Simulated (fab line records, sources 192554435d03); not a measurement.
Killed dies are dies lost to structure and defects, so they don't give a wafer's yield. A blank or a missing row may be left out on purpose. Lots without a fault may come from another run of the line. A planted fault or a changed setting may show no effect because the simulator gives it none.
Chamber matching | flow n5_finfet | N5_BEOL_M12_ETCH_67 on rie_diel-05: 4 sister chambers
The step etches SiARC in CF4, target depth 143 nm, time 238.3 s. 8 wafers are shown with their chamber, then 8 later ones without.

WAFERS WITH THEIR CHAMBER
wafer  | chamber | drypump_motor_current_A (A) | showerhead_plenum_p_Torr (Torr)
L076.6 | 0       | 5.1                         | 2.26
L085.3 | 2       | 5.8                         | 2.17
L085.5 | 0       | 5.1                         | 2.26
L085.6 | 1       | 5.6                         | 2.22
L086.1 | 3       | 5.9                         | 2.10
L086.5 | 2       | 5.8                         | 2.16
L086.6 | 3       | 5.9                         | 2.10
L091.1 | 1       | 5.7                         | 2.21

WAFERS WITHOUT THEIR CHAMBER
wafer  | drypump_motor_current_A (A) | showerhead_plenum_p_Torr (Torr)
L091.2 | 5.1                         | 2.25
L091.3 | 5.9                         | 2.10
L090.2 | 5.1                         | 2.25
L090.3 | 5.9                         | 2.10
L090.6 | 5.7                         | 2.21
L094.1 | 5.8                         | 2.16
L094.3 | 5.6                         | 2.21
L094.4 | 5.8                         | 2.16

WHICH CHAMBER EACH WENT THROUGH
wafer  | from the rows above | in truth
L091.2 | 0                   | 0
L091.3 | 3                   | 3
L090.2 | 0                   | 0
L090.3 | 3                   | 3
L090.6 | 1                   | 1
L094.1 | 2                   | 2
L094.3 | 1                   | 1
L094.4 | 2                   | 2
Placed correctly: 8 of 8. Can't be placed from these rows: 0. Placed wrongly: 0.
How it was worked out, from the rows above alone: a wafer's distance from a chamber is the root of the sum, over the readings, of the square of ((its reading less the chamber's mean) divided by the reading's scatter). The wafer belongs to the nearest chamber; if the next one is less than 2 further off, it can't be placed. A chamber's mean is the mean of its shown wafers. The scatter: the root of (the sum of the squares of (reading less its chamber's mean) over the shown wafers, divided by (wafers less chambers)).
